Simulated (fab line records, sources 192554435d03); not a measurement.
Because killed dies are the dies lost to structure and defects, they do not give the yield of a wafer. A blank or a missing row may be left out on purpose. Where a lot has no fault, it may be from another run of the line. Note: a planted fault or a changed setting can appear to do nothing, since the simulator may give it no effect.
Split-lot study | flow n5-finfet | 7 lots, 21 wafers read, on a route of 1938 steps

== ABOUT THE SPLIT ==
At N5_BEOL_M14_ETCH_68 (etches SOC in N2/H2, time 450 s), the setting time-s was moved away from the recipe's 450 s on 7 of the 21 wafers read, by -11.4% to +21.9%. The other wafers ran this setting at the recipe's value.

Reading taken at the split's own step.

== THE READING ==
SiARC_of_BEOL_M14_COAT_66.thk-nm (the simulator's own value, which no gauge read), in nm, at N5_BEOL_M14_ETCH_68 (etches SOC in N2/H2, time 450 s). There is no usual value for it anywhere in the file. Across the 14 wafers here that went through the recipe, the average is 65.2 nm and the standard deviation 0.95 nm.

wafer  | tool, chamber at the split | time-s as run, s | against the recipe | SiARC_of_BEOL_M14_COAT_66.thk-nm, nm | against lot-mates on the recipe
L077.1 | rie-diel-01, 3             | 450              | recipe             | 65                                   | -
L077.4 | rie-diel-01, 2             | 450              | recipe             | 65.6                                 | -
L077.6 | rie-diel-01, 2             | 450              | recipe             | 65.6                                 | -
L076.1 | rie-diel-06, 0             | 548.5            | +21.9%             | 57.6                                 | -7.8
L076.2 | rie-diel-06, 1             | 548.5            | +21.9%             | 54.2                                 | -11.2
L076.3 | rie-diel-06, 3             | 450              | recipe             | 65.4                                 | -
L080.2 | rie-diel-01, 3             | 450              | recipe             | 65.4                                 | -
L080.3 | rie-diel-01, 1             | 398.8            | -11.4%             | 70.4                                 | +5.0
L080.5 | rie-diel-01, 0             | 398.8            | -11.4%             | 70.8                                 | +5.4
L083.2 | rie-diel-02, 2             | 450              | recipe             | 66.6                                 | -
L083.4 | rie-diel-02, 1             | 450              | recipe             | 65.4                                 | -
L083.6 | rie-diel-02, 0             | 450              | recipe             | 66                                   | -
L084.2 | rie-diel-02, 2             | 405.3            | -9.9%              | 70.4                                 | +4.6
L084.4 | rie-diel-02, 1             | 405.3            | -9.9%              | 69                                   | +3.2
L084.6 | rie-diel-02, 2             | 450              | recipe             | 65.8                                 | -
L093.1 | rie-diel-01, 1             | 450              | recipe             | 64.8                                 | -
L093.2 | rie-diel-01, 0             | 450              | recipe             | 66                                   | -
L093.4 | rie-diel-01, 2             | 536.1            | +19.1%             | 57.8                                 | -7.6
L094.2 | rie-diel-06, 0,2           | 450              | recipe             | 63.6                                 | -
L094.4 | rie-diel-06, 0,2           | 450              | recipe             | 63.6                                 | -
L094.3 | rie-diel-06, 2             | 450              | recipe             | 63.4                                 | -
The file does not say which wafer passed through which chamber wherever a row lists several chambers: such a row stands for several wafers.

THE FIT
A straight line over all 21 wafers: SiARC_of_BEOL_M14_COAT_66.thk-nm changes by -0.428 nm for each +1% of time-s; r = -0.97; the points scatter about the line by 1 nm.
The same after taking each lot's own level away (the mean of its wafers on the recipe; 21 wafers): -0.425 nm for each +1%; r = -0.99; scatter 0.7 nm.
On that fit, the largest move of time-s shifts the reading by 9.3 nm.
Measured against the standard deviation above, the lots' own levels, which go from 63.53 to 66.00 nm, span 2.6 times it.
Consequently the slope shifts little with the lot-to-lot level, the two slopes agreeing.
Check: -9.93 nm against its lot-mates is what the line predicts for one of the wafers moved furthest among these (+21.9%) when that wafer is left out of the fit. It came out at -7.8 nm against them.

== THE OTHER SPLITS THESE WAFERS WENT THROUGH ==
Note: prior to the reading, these wafers also went through further splits. Each is held against what the fit with the lots' levels taken away leaves over:
other split on the same wafers    | wafers away from the commonest value | r with SiARC_of_BEOL_M14_COAT_66.thk-nm (lot level and that fit taken away)
N5_BEOL_M13_EXPOSE_07 dose-mj     | 5                                    | -0.06
N5_BEOL_M13_TRENCH_ETCH_34 time-s | 5                                    | -0.08
N5_BEOL_M13_SPUTTER_44 time-s     | 5                                    | +0.26

== FILE'S OWN FIT ==
SiARC_of_BEOL_M14_COAT_66.thk-nm changes by -0.42 nm for each +1% of time-s, r = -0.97.
